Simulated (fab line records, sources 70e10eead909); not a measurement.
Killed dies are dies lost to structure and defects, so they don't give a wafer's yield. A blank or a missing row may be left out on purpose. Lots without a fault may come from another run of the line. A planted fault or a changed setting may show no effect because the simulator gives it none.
fab line records | flow nand_harc
record lots=6 wafers=18 last_day=35
route steps=1302 shown P_STI@78
lots that met no fault: from a run of the same line without faults
start_h: hours from the record's first day to the start of the lot's first wafer shown | wait_h: hours since the lot's step before | " the same as in the row above | L1.1+2: a row that stands for several wafers | - no value, or no start given | * or withheld: withheld | < > ~ a bound
route shown NAME@n: a module of which the file shows steps, and the number in the route of the first | usual: mean/standard deviation of fault-free wafers | same: alike in all rows | chamber/n: place in a boat | sites: the reading at each site | _std_site: their standard deviation | _edge_site: outer sites' mean less inner sites' | radius_mm: how far each site lies from the wafer's centre | mask NAME#n: copy n | behind: the tool/chamber that last shaped the wafer | hold: why the lot was held/for how many hours/how that ended | device: the transistor (n, p or np) that didn't switch | end of line: the same wafers' tests at the end of the route | a step without rows: its recipe alone | killed: dies lost to structure and defects at the first sort, not the wafer's yield | map: a wafer's dies, x killed, . not, _ none there
set.NAME: the setting as run; set.NAME@STEP: as run at that earlier step | model.NAME: the simulator's own value behind a step, which no gauge read
lots at some steps of the route; a table a step, a row a wafer
services: from which hour (start_h, from the record's first day; less than 0 if before it) a tool's chamber was out of use, for how many hours, and why
## steps
# step NHARC_P_STI_SOFTBAKE_04
# recipe temp_c=125 time_s=70
# step NHARC_P_STI_EBR_05
# step NHARC_P_STI_EXPOSE_06
# recipe na=0.55 target_cd_nm=200 dose_mj=37.69 mask_id=P_STI
# step NHARC_P_STI_PEB_07
# recipe peb_temp_c=128 peb_time_s=80
# step NHARC_P_STI_DEVELOP_08
# recipe time_s=50 dev_temp_c=22
# step NHARC_P_STI_CD_MEAS_09
# recipe target_cd_nm=200 landing_energy_ev=500
# usual cd_nm=199.7/1.7
# columns lot.wafer tool chamber start_h wait_h cd_nm
L959.2 cd_sem-03 0 63.09 - 198.6
L959.5 " 0 " " 197.7
L959.6 " 0 " " 198.7
L961.2 cd_sem-02 0 86.05 - 199.8
L961.3 " 0 " " 200.5
L961.5 " 0 " " 200.5
L966.1 cd_sem-03 0 132.43 - 202.7
L966.5 " 0 " " 201.6
L966.6 " 0 " " 203.0
L969.1 cd_sem-02 0 162.81 - 197.2
L969.2 " 0 " " 199.3
L969.6 " 0 " " 198.0
L978.3 cd_sem-03 0 253.65 - 200.8
L978.4 " 0 " " 200.4
L978.6 " 0 " " 200.8
L980.1 cd_sem-03 0 276.52 - 196.9
L980.4 " 0 " " 197.2
L980.6 " 0 " " 197.7
# step NHARC_P_STI_OVL_MEAS_10
# usual overlay_x_nm=0/5.9 overlay_y_nm=1/5.9
# columns lot.wafer tool chamber start_h wait_h overlay_x_nm overlay_y_nm
L959.2 overlay-01 - 63.18 - 5 2
L959.5 " - " " 5 1
L959.6 " - " " 5 1
L961.2 overlay-01 - 86.14 - 8 -2
L961.3 " - " " 9 -3
L961.5 " - " " 8 -3
L966.1 overlay-02 - 132.52 - 5 3
L966.5 " - " " 4 3
L966.6 " - " " 5 3
L969.1 overlay-01 - 162.89 - -2 7
L969.2 " - " " -2 7
L969.6 " - " " -2 8
L978.3 overlay-02 - 253.73 - 10 4
L978.4 " - " " 9 4
L978.6 " - " " 9 4
L980.1 overlay-02 - 276.61 - 3 -9
L980.4 " - " " 3 -8
L980.6 " - " " 4 -8
# step NHARC_P_STI_INSPECT_11
# usual raw_defect_count=5.2/2.5
# columns lot.wafer tool chamber start_h wait_h raw_defect_count
L959.2 defect_inspect-01 - 63.21 0.0 4
L959.5 " - " " 8
L959.6 " - " " 3
L961.2 defect_inspect-01 - 86.17 0.0 6
L961.3 " - " " 5
L961.5 " - " " 4
L966.1 defect_inspect-01 - 132.55 0.0 5
L966.5 " - " " 4
L966.6 " - " " 2
L969.1 defect_inspect-01 - 162.93 0.0 7
L969.2 " - " " 7
L969.6 " - " " 9
L978.3 defect_inspect-02 - 253.77 0.0 4
L978.4 " - " " 3
L978.6 " - " " 9
L980.1 defect_inspect-01 - 276.65 0.0 5
L980.4 " - " " 6
L980.6 " - " " 2
# step NHARC_P_STI_HARDBAKE_13
# recipe temp_c=118 time_s=65
# step NHARC_P_STI_DESCUM_14
# recipe time_s=3 o2_flow_sccm=200 ar_flow_sccm=0 bias_power_w=0 chemistry=O2
# usual chamber_pressure_mTorr=60.00/0.063 drypump_motor_current_A=5.8/0.49 oes_product_au=1.001/0.0074 rf_vpp_V=57.8/0.91 showerhead_plenum_p_Torr=1.89/0.095 throttle_valve_pct=11.311/0.0079
# columns lot.wafer tool chamber start_h wait_h chamber_pressure_mTorr drypump_motor_current_A oes_product_au rf_hours_counter_h rf_vpp_V showerhead_plenum_p_Torr throttle_valve_pct
L959.2 rie_diel-08 3 63.35 - 60.00 5.9 1.006 2 58.5 2.05 11.302
L959.5 " 3 " " 60.01 5.9 0.994 - 59.0 2.05 11.317
L959.6 " 0 " " 60.03 5.8 0.999 - 57.7 1.80 11.322
L961.3 rie_diel-12 2 86.31 - 59.87 5.1 1.007 12 56.5 1.84 11.298
L961.2 " 1 " " 60.03 6.6 0.998 13 58.7 1.90 11.307
L961.5 " 3 " " 59.97 5.1 0.997 - 57.6 1.78 11.322
L966.1 rie_diel-12 2 132.70 - 59.94 5.2 1.009 3 56.6 1.84 11.323
L966.5 " 1 " " 60.00 6.6 1.001 - 58.0 1.90 11.312
L966.6 " 2 " " 60.02 5.2 1.012 - 58.7 1.84 11.310
L969.2 rie_diel-12 3 163.07 - 60.11 5.1 1.014 5 57.0 1.78 11.319
L969.1 " 0 " " 59.97 5.9 0.998 5 58.5 1.87 11.316
L969.6 " 3 " " 60.10 5.1 1.011 - 57.7 1.78 11.317
L978.3 rie_diel-12 1 253.90 - 59.98 6.5 1.000 13 58.4 1.90 11.306
L978.4 " 0 " " 59.94 6.0 1.010 14 57.6 1.86 11.306
L978.6 " 1 " " 60.03 6.6 0.997 - 58.7 1.90 11.302
L980.4 rie_diel-08 0 276.78 - 60.05 5.8 0.993 5 57.4 1.80 11.306
L980.1 " 3 " " 59.97 5.9 0.984 5 57.2 2.05 11.317
L980.6 " 1 " " 59.97 6.8 0.998 - 60.0 1.93 11.296
# step NHARC_P_STI_ETCH_42
# recipe target_depth_a=800 overetch_a=240 time_s=61 ion_energy_ev=200 n2_flow_sccm=150 h2_flow_sccm=150 ar_flow_sccm=0 rf_w=400 bias_w=150 chemistry=N2/H2
# usual chamber_pressure_mTorr=29.997/0.03 drypump_motor_current_A=5.9/0.49 n2_flow_sccm=149.9/0.4 oes_product_au=1.001/0.0075 rf_vpp_V=429.8/2.8 showerhead_plenum_p_Torr=2.02/0.1 throttle_valve_pct=14.170/0.0086
# columns lot.wafer tool chamber start_h wait_h chamber_pressure_mTorr drypump_motor_current_A n2_flow_sccm oes_product_au rf_hours_counter_h rf_vpp_V showerhead_plenum_p_Torr throttle_valve_pct
L959.2 rie_diel-08 0 63.44 0.1 30.041 5.8 149.8 1.009 2 427.3 1.91 14.153
L959.6 " 2 " " 30.016 5.9 149.2 1.000 - 430.5 2.01 14.175
L959.5 " 3 " " 29.979 6.0 149.7 1.002 - 435.1 2.19 14.171
L961.3 rie_diel-12 1 86.39 0.1 29.970 6.6 150.3 1.003 13 429.4 2.03 14.168
L961.2 " 3 " " 29.997 5.1 150.9 0.990 13 428.5 1.90 14.178
L961.5 " 1 " " 29.958 6.6 150.0 0.993 - 431.3 2.03 14.165
L966.1 rie_diel-12 0 132.79 0.1 29.979 6.0 149.8 1.016 2 428.9 1.99 14.155
L966.5 " 1 " " 30.003 6.6 150.4 1.008 - 429.3 2.03 14.162
L966.6 " 2 " " 30.051 5.2 150.2 1.005 - 429.3 1.96 14.164
L969.1 rie_diel-12 0 163.15 0.1 29.975 6.0 149.6 0.999 5 428.8 1.99 14.170
L969.2 " 1 " " 29.959 6.6 149.9 0.997 5 429.0 2.03 14.159
L969.6 " 0 " " 30.031 6.0 150.3 0.995 - 427.8 1.99 14.176
L978.4 rie_diel-12 1 253.98 0.1 29.974 6.6 149.5 0.996 13 430.2 2.02 14.176
L978.3 " 0 " " 30.014 6.0 150.0 1.003 14 428.3 1.99 14.163
L978.6 " 1 " " 30.012 6.6 150.3 0.995 - 429.8 2.02 14.172
L980.4 rie_diel-08 0 276.87 0.1 30.017 5.8 149.5 1.001 5 427.5 1.91 14.154
L980.1 " 2 " " 29.946 5.9 149.7 0.993 5 430.0 2.00 14.162
L980.6 " 1 " " 29.999 6.8 150.3 0.996 - 430.9 2.06 14.155
# step NHARC_P_STI_ETCH_31
# recipe target_depth_a=1089 time_s=54.5 cf4_flow_sccm=100 chf3_flow_sccm=30 ar_flow_sccm=0 rf_w=500 bias_w=200 chemistry=CF4/CHF3
# usual chamber_pressure_mTorr=25.000/0.021 drypump_motor_current_A=5.8/0.49 oes_product_au=0.962/0.018 rf_vpp_V=370.1/2.5 showerhead_plenum_p_Torr=1.56/0.074 throttle_valve_pct=16.801/0.0084
# columns lot.wafer tool chamber start_h wait_h chamber_pressure_mTorr drypump_motor_current_A oes_product_au rf_hours_counter_h rf_vpp_V showerhead_plenum_p_Torr throttle_valve_pct
L959.2 rie_diel-08 2 - - 25.017 5.9 0.980 2 369.8 1.55 16.804
L959.5 " 1 " " 24.988 6.8 0.982 - 369.9 1.59 16.804
L959.6 " 2 " " 25.030 5.9 0.987 - 371.4 1.55 16.796
L961.3 rie_diel-12 3 - - 25.018 5.1 0.963 13 365.8 1.47 16.803
L961.2 " 0 " " 24.986 6.0 0.967 14 368.9 1.54 16.799
L961.5 " 2 " " 24.978 5.2 0.967 - 368.7 1.52 16.805
L966.1 rie_diel-12 3 - - 25.020 5.1 0.987 2 367.4 1.47 16.803
L966.5 " 0 " " 25.006 6.0 0.976 - 368.7 1.54 16.792
L966.6 " 1 " " 25.056 6.6 0.961 - 370.4 1.56 16.804
L969.1 rie_diel-12 1 - - 25.003 6.6 0.979 5 371.1 1.56 16.812
L969.2 " 3 " " 24.981 5.1 0.975 5 368.0 1.47 16.810
L969.6 " 1 " " 25.004 6.6 0.983 - 370.6 1.56 16.800
L978.4 rie_diel-12 3 - - 24.980 5.1 0.931 12 367.6 1.47 16.796
L978.3 " 0 " " 24.979 6.0 0.926 14 368.4 1.53 16.805
L978.6 " 3 " " 24.992 5.1 0.921 - 365.5 1.47 16.794
L980.4 rie_diel-08 2 - - 24.994 5.9 0.954 5 370.8 1.55 16.781
L980.1 " 0 " " 24.991 5.8 0.959 5 368.1 1.48 16.804
L980.6 " 3 " " 24.965 5.9 0.956 - 374.4 1.68 16.799
# step NHARC_P_STI_ETCH_15
# recipe target_depth_a=3000 taper_deg=4 time_s=100.1 hbr_flow_sccm=150 cl2_flow_sccm=50 rf_w=400 icp_w=400 bias_w=100 chemistry=HBr/Cl2
# usual chamber_pressure_mTorr=15.000/0.014 drypump_motor_current_A=5.8/0.42 oes_product_au=1.000/0.0069 throttle_valve_pct=26.405/0.0088
# columns lot.wafer tool chamber start_h wait_h chamber_pressure_mTorr drypump_motor_current_A oes_product_au rf_hours_counter_h throttle_valve_pct model.P_STI.feature_depth_nm
L959.2 rie_si-01 3 63.65 - 15.001 6.6 0.995 0.2 26.393 300
L959.5 " 1 " " 14.998 5.3 0.990 - 26.395 296.8
L959.6 " 2 " " 14.985 5.5 1.004 - 26.405 297.8
L961.2 rie_si-04 1 86.58 - 15.008 6.1 1.009 0.8 26.405 303.4
L961.3 " 0 " " 15.019 5.1 0.999 0.5 26.402 298.7
L961.5 " 1 " " 15.025 6.1 1.001 - 26.411 302.9
L966.1 rie_si-04 3 132.97 - 14.999 6.0 0.993 0.8 26.400 296.2
L966.6 " 3 " " 15.015 6.0 0.997 - 26.404 301.2
L966.5 " 0 " " 14.999 5.1 1.003 - 26.393 300.1
L969.2 rie_si-04 0 163.34 - 15.014 5.1 1.007 1.0 26.396 303.3
L969.1 " 3 " " 15.006 6.0 0.996 1.0 26.401 300.4
L969.6 " 0 " " 15.023 5.1 0.999 - 26.402 299.9
L978.3 rie_si-01 2 254.17 - 14.981 5.5 0.744 0.5 26.406 177.5
L978.4 " 3 " " 14.993 6.6 0.998 0.5 26.416 300.7
L978.6 " 3 " " 15.025 6.6 1.001 - 26.411 299.3
L980.1 rie_si-01 2 277.07 - 15.011 5.5 0.748 0.6 26.418 178.6
L980.4 " 0 " " 15.003 6.1 1.003 0.5 26.409 301.1
L980.6 " 2 " " 15.010 5.5 0.746 - 26.411 177.5
# step NHARC_P_STI_CD_MEAS_16
# usual cd_nm=199.1/1.9
# columns lot.wafer tool chamber start_h wait_h cd_nm
L959.2 cd_sem-02 - 63.79 - 197.4
L959.5 " - " " 196.2
L959.6 " - " " 196.9
L961.2 cd_sem-02 - 86.75 - 199.0
L961.3 " - " " 199.5
L961.5 " - " " 199.5
L966.1 cd_sem-01 - 133.13 - 201.9
L966.5 " - " " 200.8
L966.6 " - " " 201.2
L969.1 cd_sem-01 - 163.50 - 195.7
L969.2 " - " " 199.5
L969.6 " - " " 198.1
L978.3 cd_sem-02 - 254.34 - 199.0
L978.4 " - " " 199.9
L978.6 " - " " 200.4
L980.1 cd_sem-03 - 277.22 - 196.0
L980.4 " - " " 196.5
L980.6 " - " " 196.5
# step NHARC_P_STI_OCD_MEAS_17
# usual trench_depth_nm=300.3/2.7 trench_foot_cd_nm=157.7/1.7
# columns lot.wafer tool chamber start_h wait_h trench_depth_nm trench_foot_cd_nm
L959.2 ocd-01 - 63.88 0.1 300.0 157.1
L959.5 " - " " 296.5 156.6
L959.6 " - " " 297.7 156.6
L961.2 ocd-01 - 86.83 0.1 303.1 157.7
L961.3 " - " " 298.2 158.8
L961.5 " - " " 303.1 158.9
L966.1 ocd-02 - 133.22 0.1 295.6 161.1
L966.5 " - " " 299.9 159.8
L966.6 " - " " 300.7 161.1
L969.1 ocd-01 - 163.59 0.1 300.3 155.1
L969.2 " - " " 303.6 157.0
L969.6 " - " " 299.9 155.9
L978.3 ocd-01 - 254.42 0.1 177.7 175.8
L978.4 " - " " 301.2 158.5
L978.6 " - " " 299.5 159.3
L980.1 ocd-02 - 277.31 0.1 178.7 171.5
L980.4 " - " " 300.8 155.2
L980.6 " - " " 177.7 172.4
# step NHARC_P_STI_STRIP_19
# recipe time_s=900 temp_c=130 chemistry=SPM
## services
# columns tool chamber start_h hours kind
rie_si-04 0 39.79 5.0 repair
rie_diel-12 0 45.92 - clean
rie_diel-12 1 45.92 - clean
rie_diel-12 2 45.92 - clean
rie_diel-12 3 45.92 - clean
rie_diel-08 2 71.66 1.5 repair
rie_diel-12 - 91.40 9.0 pm
rie_diel-12 2 108.70 1.2 repair
rie_si-04 2 116.40 1.9 repair
rie_diel-08 2 117.13 12.2 repair
rie_diel-12 3 120.15 6.4 repair
rie_diel-08 3 146.87 3.2 repair
rie_diel-12 - 157.70 0.3 repair
rie_si-04 - 165.00 9.0 pm
rie_diel-08 - 190.80 9.0 pm
rie_si-01 - 193.00 9.0 pm
rie_si-01 1 208.26 10.3 repair
rie_si-01 3 214.41 2.2 repair
rie_diel-12 1 219.83 6.2 repair
rie_diel-12 2 231.31 7.1 repair
rie_diel-12 3 232.37 7.8 repair
rie_diel-12 1 237.71 3.6 repair
rie_si-04 3 239.99 2.3 repair
rie_diel-12 - 268.40 9.0 pm
## key
first_sign step=NHARC_P_STI_ETCH_15 reading=oes_product_au direction=down sigmas=37 usual=1.000 struck=0.746
effect step=NHARC_P_STI_OCD_MEAS_17 reading=trench_depth_nm direction=down sigmas=46 usual=300.3 struck=178.0
model_effect step=NHARC_P_STI_ETCH_15 value=P_STI.feature_depth_nm without=296.7 struck=177.9
met_at NHARC_P_STI_ETCH_15
struck_wafers L978.3,L980.1,L980.6
tester_left_out L978,L980
onset_between 63.65 254.17
fault kind=process_parameter_drift tool=rie_si-01 chamber=2 onset_h=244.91 steps=NHARC_P_STI_ETCH_15 channel=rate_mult offset=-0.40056 shape=step end_h=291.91
# tester_left_out: of these lots the tester's yield and bins aren't shown, on N5 and GAA mostly nor the transistor test; their killed dies are dies lost to structure and defects alone, not to doping, threshold or leakage, so they don't give the yield
